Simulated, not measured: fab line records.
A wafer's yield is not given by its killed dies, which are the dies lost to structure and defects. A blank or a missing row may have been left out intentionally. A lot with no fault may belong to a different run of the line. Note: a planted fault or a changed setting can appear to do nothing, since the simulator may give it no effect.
A struck lot beside a sound one ; flow n5_finfet ; 38 out of 1938 route steps
Sound: the wafers L594.1, L594.2. Wafers struck: L590.2, L590.4, L590.5. The cause is given at the end.
Each step with rows lists, per side, the tool, then ch with its chambers, then its first start. Under that, the readings that differ: sound wafers ; struck wafers ; difference of the means ; sigmas: that difference in standard deviations of wafers without a fault.
alike: words and numbers the same on both sides, and readings whose means are apart by under 2 such deviations; not compared: readings that were withheld, readings missing a value for some wafer, numbers with overlapping values and no deviation given by the record, and bounds like >300 which may hide the same value.
Wherever a step has rows on one side only, a row that says differs or no value, or a row with sigmas, the two part there. Non-overlapping numbers with no deviation appear without sigmas and do not part them. Lack of a reading on every wafer of one side parts them only where that side has two or more wafers.

first, 9 steps without rows for these wafers: N5_MOL_CONTACT_COAG_SPUTTER_130 (material Co, target thk 47.5 nm); N5_MOL_CONTACT_COAG_PRECLEAN_125 (cleans in DIW, time 57.5 s); N5_MOL_CONTACT_COAG_SRD_126 (dry time 32 s); N5_MOL_CONTACT_COAG_CMP_23 (polishes, stops on SiO2, t overpolish 1.5 s, target thk 0 nm); N5_MOL_CONTACT_COAG_WET_ETCH_26 (target Co, target depth 13 nm); N5_MOL_CONTACT_COAG_WET_ETCH_116 (etches the open film in SC1-inhibited, target depth 4.6 nm, rinse time 30 s); N5_MOL_CONTACT_COAG_ALD_27 (deposits SiOC, target thk 17 nm, pulse time 1.5 s, time 2720 s); N5_MOL_CONTACT_COAG_CMP_28 (polishes, stops on SiNx, t overpolish 0.85 s, target thk 14.522 nm); N5_MOL_CONTACT_COAG_ALD_123 (deposits SiNx, target thk 5 nm, pulse time 1 s, purge time 2 s).
N5_MOL_CONTACT_COAG_PECVD_31: deposits SiO2 from TEOS/O2, target thk 46 nm, time 8.9 s.
  sound on pecvd-01 ch 0,2, day 10 09:31; struck on pecvd-04 ch 0,2, day 9 07:37
reading;sound;struck;difference;sigmas
susceptor_temp_C (C);399.90 400.42;396.16 396.63 396.26;-3.81;-18
model.SiO2_of_MOL_CONTACT_COAG_PECVD_31.thk_nm (nm);45.6 45.2;47.4 47.8 47.6;+2.2;
then, 19 steps without rows for these wafers: N5_MOL_CONTACT_COAG_COAT_75 (time 60 s, resist thk 60 nm); N5_MOL_CONTACT_COAG_COAT_76 (time 60 s, resist thk 10 nm); N5_MOL_CONTACT_COAG_COAT_77 (time 60 s, resist thk 10 nm); N5_MOL_CONTACT_COAG_COAT_78 (resist thk 40 nm); N5_MOL_CONTACT_COAG_EBR_80; N5_MOL_CONTACT_COAG_SOFTBAKE_79 (time 60 s); N5_MOL_CONTACT_COAG_EXPOSE_81 (exposes mask VG, defocus 0 nm); N5_MOL_CONTACT_COAG_PEB_82 (peb time 60 s); N5_MOL_CONTACT_COAG_DEVELOP_83 (develop time 30 s); N5_MOL_CONTACT_COAG_DESCUM_88 (chemistry O2, time 7 s); N5_MOL_CONTACT_COAG_ETCH_89 (etches underlayer in N2/H2, target depth 13 nm, time 10.4 s); N5_MOL_CONTACT_COAG_ETCH_90 (etches SiARC in CF4, target depth 13 nm, time 21.7 s); N5_MOL_CONTACT_COAG_ALD_131 (deposits SiO2, target thk 5 nm, pulse time 1 s, co reactant pulse time 1 s); N5_MOL_CONTACT_COAG_ETCHBACK_132 (etches SiO2 in CHF3, target depth 10 nm, time 6.7 s); N5_MOL_CONTACT_COAG_ETCH_91 (etches SOC in N2/H2, target depth 60 nm, overetch 21 nm, time 101.2 s); N5_MOL_CONTACT_COAG_STRIP_92 (strips in N2/H2); N5_MOL_CONTACT_COAG_STRIP_93 (strips in N2/H2); N5_MOL_CONTACT_COAG_ETCHBACK_135 (etches SiO2 in CHF3, target depth 25 nm, time 16.7 s); N5_MOL_CONTACT_COAG_STRIP_118 (strips in CHF3).
N5_MOL_CONTACT_COAG_VIA_ETCH_46: etches SiO2 in C4F6/O2, target depth 46 nm, overetch 9.2 nm, time 40 s.
  sound on rie_diel-01 ch 0,1, day 10 10:29; struck on rie_diel-04 ch 1,2, day 9 08:56
reading;sound;struck;difference;sigmas
model.etch.depth_nm (nm);45.57 45.29;47.45 47.89 47.62;+2.22;
  alike: chamber_pressure_mTorr, drypump_motor_current_A, oes_product_au, rf_vpp_V, showerhead_plenum_p_Torr, throttle_valve_pct
  not compared: rf_hours_counter_h
then, 5 steps without rows for these wafers: N5_MOL_CONTACT_COAG_STRIP_96 (strips in N2/H2); N5_MOL_CONTACT_COAG_ETCH_47 (etches SiNx in CH3F/O2, stops on W, target depth 27 nm); N5_MOL_CONTACT_COAG_STRIP_119 (strips in N2/H2, time 30 s); N5_MOL_CONTACT_COAG_PRECLEAN_144 (cleans in alkaline clean, time 60 s); N5_MOL_CONTACT_COAG_SRD_145 (time 30 s).
N5_MOL_CONTACT_COAG_CMP_52: polishes, stops on SiO2, t overpolish 1.5 s, target thk 66.5 nm.
  sound on cmp-02 ch 0,3, day 10 12:59; struck on cmp-01 ch 0,1,2, day 9 11:23
reading;sound;struck;difference;sigmas
model.SiO2_of_MOL_CONTACT_COAG_PECVD_31.thk_nm (nm);43.4 43.2;45.4 45.8 45.6;+2.3;
  alike: motor_current_A, overpolish_run_s, time_to_endpoint_s
-- record jumps: 3 days separate the struck wafers' starts on either side; left off in module MOL_CONTACT_COAG, taken up again in module BEOL_M4, whose first shown step is the route's number 1111 --
N5_BEOL_M4_RC_MEAS_101:
  sound on prober-01 ch 0, day 13 01:03; struck on prober-02 ch 0, day 12 16:18
  alike: DIBL_N, DIBL_P, IOFF_N, IOFF_P, ION_N, ION_P, SS_N, SS_P, VT_N, VT_P
-- a jump in the record: the struck wafers' starts before and after are 4 days apart (it breaks off in module BEOL_M4 and resumes in module PASSIVATION, where the first step shown is number 1936 of the route) --
N5_PASSIVATION_PROBE_49:
  sound on prober-02 at day 17 18:31; struck on prober-02 at day 17 02:46
  alike: defect_limited_yield, killed_at_M0_to_M3, killed_at_M4_up, killed_at_contacts, killed_at_front_end, killed_at_other, killed_dies, killed_on_rim, killed_open, killed_short, sort_bin_5_function, sort_bin_6_memory, sort_bin_8_speed, sort_n_pass, sort_yield_pct

## WHERE THEY PART
Only at N5_MOL_CONTACT_COAG_PECVD_31, as far as this record shows. Later steps at which nothing parts them and some readings are alike: N5_MOL_CONTACT_COAG_VIA_ETCH_46, N5_MOL_CONTACT_COAG_CMP_52, N5_BEOL_M4_RC_MEAS_101, N5_PASSIVATION_PROBE_49.

WHY: what the simulator had put in
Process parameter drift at N5_MOL_CONTACT_COAG_PECVD_31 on pecvd-04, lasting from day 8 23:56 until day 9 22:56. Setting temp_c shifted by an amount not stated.
